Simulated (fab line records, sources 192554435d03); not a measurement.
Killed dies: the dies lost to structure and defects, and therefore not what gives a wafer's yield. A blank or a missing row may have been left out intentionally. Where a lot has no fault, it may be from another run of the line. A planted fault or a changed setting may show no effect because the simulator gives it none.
Chamber matching -- flow n5_finfet -- N5_BEOL_M8_ETCH_72 on rie_diel-03: 4 sister chambers
The step etches underlayer in N2/H2, target depth 6.5 nm, time 5.2 s. 16 wafers are shown with their chamber, then 8 later ones without.

## EACH WAFER AND ITS CHAMBER
wafer,chamber,showerhead_plenum_p_Torr (Torr),throttle_valve_pct (%),etch_rf_on_time_s (s)
L074.2,1,2.68,17.42,4.91
L074.3,2,2.45,18.01,5.10
L074.5,1,2.68,17.41,4.97
L082.2,0,2.44,17.89,5.29
L082.4,3,2.67,17.72,5.45
L082.5,1,2.67,17.47,4.96
L088.2,0,2.44,17.88,5.32
L088.3,3,2.66,17.73,5.44
L088.5,3,2.66,17.72,5.46
L089.1,0,2.43,17.91,5.39
L089.3,3,2.66,17.73,5.46
L089.4,2,2.44,18.07,5.17
L093.2,0,2.44,17.91,5.39
L093.3,3,2.66,17.72,5.43
L093.5,2,2.44,18.08,5.13
L090.4,0,2.43,17.91,5.36

SIGNATURES (means of the wafers above)
reading,chamber 0,chamber 1,chamber 2,chamber 3,scatter within a chamber
showerhead_plenum_p_Torr,2.4360,2.6767,2.4433,2.6620,0.00527
throttle_valve_pct,17.9000,17.4333,18.0533,17.7240,0.0221
etch_rf_on_time_s,5.3500,4.9467,5.1333,5.4480,0.0329
Rule: distance of a wafer from a chamber = root of the sum over the readings of ((wafer's reading minus chamber's mean) / reading's scatter) squared. The wafer belongs to the nearest chamber; if the next one is less than 2 further off, it can't be placed. The scatter is the square root of a quotient: the sum, over the shown wafers, of each reading's squared deviation from its chamber's mean, divided by wafers minus chambers.

## WAFERS WHOSE CHAMBER IS MISSING
wafer,showerhead_plenum_p_Torr (Torr),throttle_valve_pct (%),etch_rf_on_time_s (s)
L090.5,2.43,17.87,5.36
L090.6,2.66,17.46,5.04
L092.4,2.66,17.49,4.89
L092.5,2.43,17.90,5.30
L092.6,2.66,17.51,4.94
L097.1,2.43,18.14,5.10
L097.3,2.65,17.78,5.39
L097.5,2.43,18.13,5.06

## THE CHAMBER EACH PASSED THROUGH
wafer,from the rows above,in truth
L090.5,0,0
L090.6,1,1
L092.4,1,1
L092.5,0,0
L092.6,1,1
L097.1,2,2
L097.3,3,3
L097.5,2,2
Correct placement for 8 of the 8. Not placeable from these rows: 0. 0 placed wrongly.
